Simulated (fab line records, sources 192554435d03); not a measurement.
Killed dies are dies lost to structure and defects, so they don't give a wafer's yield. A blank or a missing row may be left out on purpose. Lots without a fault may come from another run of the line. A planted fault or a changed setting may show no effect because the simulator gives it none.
Split-lot experiment | flow n5_finfet | 7 lots, 21 wafers read, on a route of 1938 steps

THE SPLIT
At N5_MOL_CONTACT_COAG_ALD_133 (deposits SiO2, target thk 5 nm, pulse time 1 s, co reactant pulse time 1 s), the setting ald_cycles was moved away from the recipe's 35 on 7 of the 21 wafers read, by -14.3% to +11.4%. The other wafers ran this setting at the recipe's value.

The reading is taken at the split's own step.

THE READING
SiO2_of_MOL_CONTACT_COAG_ALD_133.thk_nm (the simulator's own value, which no gauge read), in nm, at N5_MOL_CONTACT_COAG_ALD_133 (deposits SiO2, target thk 5 nm, pulse time 1 s, co reactant pulse time 1 s). The file gives no usual value for it.

wafer  | tool, chamber at the split | ald_cycles as run | against the recipe | SiO2_of_MOL_CONTACT_COAG_ALD_133.thk_nm, nm | against lot-mates on the recipe
L076.2 | ald_sin-01, 3              | 35                | recipe             | 5                                           | -
L076.6 | ald_sin-01, 3              | 35                | recipe             | 5                                           | -
L076.4 | ald_sin-01, 1              | 30                | -14.3%             | 4.2                                         | -0.8
L083.1 | ald_sin-01, 2,0            | 31                | -11.4%             | 4.4                                         | -0.6
L083.4 | ald_sin-01, 2,0            | 31                | -11.4%             | 4.4                                         | -0.6
L083.5 | ald_sin-01, 2              | 35                | recipe             | 5                                           | -
L085.1 | ald_sin-04, 0,3,2          | 35                | recipe             | 5                                           | -
L085.5 | ald_sin-04, 0,3,2          | 35                | recipe             | 5                                           | -
L085.6 | ald_sin-04, 0,3,2          | 35                | recipe             | 5                                           | -
L086.2 | ald_sin-04, 0,3,3          | 35                | recipe             | 5                                           | -
L086.3 | ald_sin-04, 0,3,3          | 35                | recipe             | 5                                           | -
L086.6 | ald_sin-04, 0,3,3          | 35                | recipe             | 5                                           | -
L088.2 | ald_sin-04, 0,1            | 35                | recipe             | 5                                           | -
L088.4 | ald_sin-04, 0,1            | 35                | recipe             | 5                                           | -
L088.3 | ald_sin-04, 3              | 39                | +11.4%             | 5.6                                         | +0.6
L089.2 | ald_sin-02, 1,3            | 35                | recipe             | 5                                           | -
L089.6 | ald_sin-02, 1,3            | 35                | recipe             | 5                                           | -
L089.4 | ald_sin-02, 3              | 38                | +8.6%              | 5.4                                         | +0.4
L096.1 | ald_sin-02, 2,0            | 38                | +8.6%              | 5.4                                         | +0.4
L096.2 | ald_sin-02, 2,0            | 38                | +8.6%              | 5.4                                         | +0.4
L096.6 | ald_sin-02, 2              | 35                | recipe             | 5                                           | -
Where a row lists several chambers, the file gives one row for several wafers and doesn't say which wafer went through which chamber.

THE FIT
A straight line over all 21 wafers: SiO2_of_MOL_CONTACT_COAG_ALD_133.thk_nm changes by +0.0518 nm for each +1% of ald_cycles; r = +1.00; the points scatter about the line by 0.02 nm.
The same after taking each lot's own level away (the mean of its wafers on the recipe; 21 wafers): +0.0518 nm for each +1%; r = +1.00; scatter 0.02 nm.
On that fit, the largest move of ald_cycles shifts the reading by 0.74 nm.
The lots' own levels span 5.00 to 5.00 nm.
So the lot-to-lot level changes the slope little: the two slopes agree.
Check: with one of the wafers moved furthest among these (-14.3%) left out of the fit, the line predicts -0.728 nm for it against its lot-mates. It came out at -0.8 nm against them.

OTHER SPLITS ON THESE WAFERS
These wafers also went through other splits before the reading. Each is held against what the fit with the lots' levels taken away leaves over:
other split on the same wafers        | wafers away from the commonest value | r with SiO2_of_MOL_CONTACT_COAG_ALD_133.thk_nm (lot level and that fit taken away)
N5_GATE_CUT_EXPOSE_10 dose_mj         | 8                                    | -0.44
N5_GATE_CUT_CUT_ETCH_54 Cl2_flow_sccm | 5                                    | -0.07
N5_GATE_CUT_ALD_22 ald_cycles         | 6                                    | +0.12

THE FILE'S OWN FIT
SiO2_of_MOL_CONTACT_COAG_ALD_133.thk_nm changes by +0.0523 nm for each +1% of ald_cycles, r = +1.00.
